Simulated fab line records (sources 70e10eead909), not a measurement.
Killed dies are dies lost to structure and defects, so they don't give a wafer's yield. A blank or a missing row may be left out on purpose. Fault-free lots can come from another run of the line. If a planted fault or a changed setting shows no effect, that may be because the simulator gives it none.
A struck lot beside a sound one    flow nand harc    13 steps out of a route of 1302
Sound: wafers L862.1, L862.2, L862.4. Struck: wafer L858.4 (left out: L858.1, L858.2 of the same lot, which were not struck); the cause appears at the end.
Order at every step that has rows: each side's tool, ch and its chambers, its first start. Under that, the readings that differ: sound wafers    struck wafers    difference of the means    sigmas: that difference in standard deviations of wafers without a fault.
alike: a reading whose means differ by less than 2 such deviations, as well as words and numbers matching on both sides. not compared: withheld readings; readings where some wafer has no value; bounds like >300 that might hide an equal value; numbers whose values overlap and for which the record gives no deviation.
Wherever a step has rows on one side only, a row that says differs or no value, or a row with sigmas, the two part there. Numbers that don't overlap but have no deviation are shown without sigmas and don't part them. A reading missing from all wafers of one side parts the sides only when that side holds two or more wafers.

NHARC_A_SLIT_ETCH_26: etches the open film in C4F8/O2/Ar, time 90 s, target depth 400 nm.
  sound on har etch-02 ch 0,1, day 26 05:11; struck on har etch-02 ch 1, day 24 20:53
  alike: c4f8 flow sccm, drypump motor current A, oes air line au, showerhead plenum p Torr, throttle valve pct
  not compared: rf hours counter h
then, 1 step without rows for these wafers: NHARC_A_SLIT_STRIP_28 (strips in O2/COS).
NHARC_A_SLIT_ETCH_29: etches the open film in CF4/O2, target depth 100 nm, overetch 10 nm, time 55 s.
  sound on rie diel-01 ch 0,2,3, day 26 06:04; struck on rie diel-01 ch 0, day 24 21:46
reading                 sound        struck  difference  sigmas
rf hours counter h (h)  2.5 2.4 3.5  0.9     -1.9        
  alike: drypump motor current A, oes product au, rf vpp V, showerhead plenum p Torr, throttle valve pct
NHARC_A_SLIT_STRIP_18: strips in O2.
  sound: rie diel-01 ch 0,1,3; struck: rie diel-01 ch 1
reading                 sound        struck  difference  sigmas
rf hours counter h (h)  2.6 2.7 2.5  1.0     -1.6        
  alike: drypump motor current A, oes product au, rf vpp V, showerhead plenum p Torr, throttle valve pct
then, 2 steps without rows for these wafers: NHARC_A_SLIT_PRECLEAN_19 (cleans in SC1); NHARC_A_SLIT_SRD_20.
NHARC_A_SLIT_CD_MEAS_21:
  sound on cd sem-01, day 26 06:36; struck on cd sem-01, day 24 22:18
  alike: cd nm
then, 3 steps without rows for these wafers: NHARC_A_SIN_REMOVE_WET_00 (chemistry H3PO4, time 15300 s); NHARC_A_SIN_REMOVE_PRECLEAN_01 (cleans in SC1); NHARC_A_SIN_REMOVE_SRD_02.
NHARC_A_SIN_REMOVE_INSPECT_04:
  sound on defect inspect-01, day 26 12:52; struck on defect inspect-02, day 25 04:53
  alike: raw defect count
NHARC_A_WL_FILL_ALD_00: deposits Al2O3, target thk 3 nm, pulse time 3 s, ald cycles 30.
  sound on ald hk-02 ch 1,2,3, day 26 12:56; struck on ald hk-01 ch 3, day 25 04:58
reading     sound     struck  difference  sigmas
ald cycles  30 30 30  34      +4          
  alike: heater power w, precursor pulse height rel
NHARC_A_WL_FILL_RTA_01: time 5 s.
  sound on rtp anneal-01 ch 0, day 26 13:12; struck on rtp anneal-01 ch 0, day 25 05:14
  alike: lamp power pct, lamp_zone_5_pct, wafer_temp_C_max

## WHERE THEY PART
Nowhere in this record.

WHY: the cause the simulator had injected
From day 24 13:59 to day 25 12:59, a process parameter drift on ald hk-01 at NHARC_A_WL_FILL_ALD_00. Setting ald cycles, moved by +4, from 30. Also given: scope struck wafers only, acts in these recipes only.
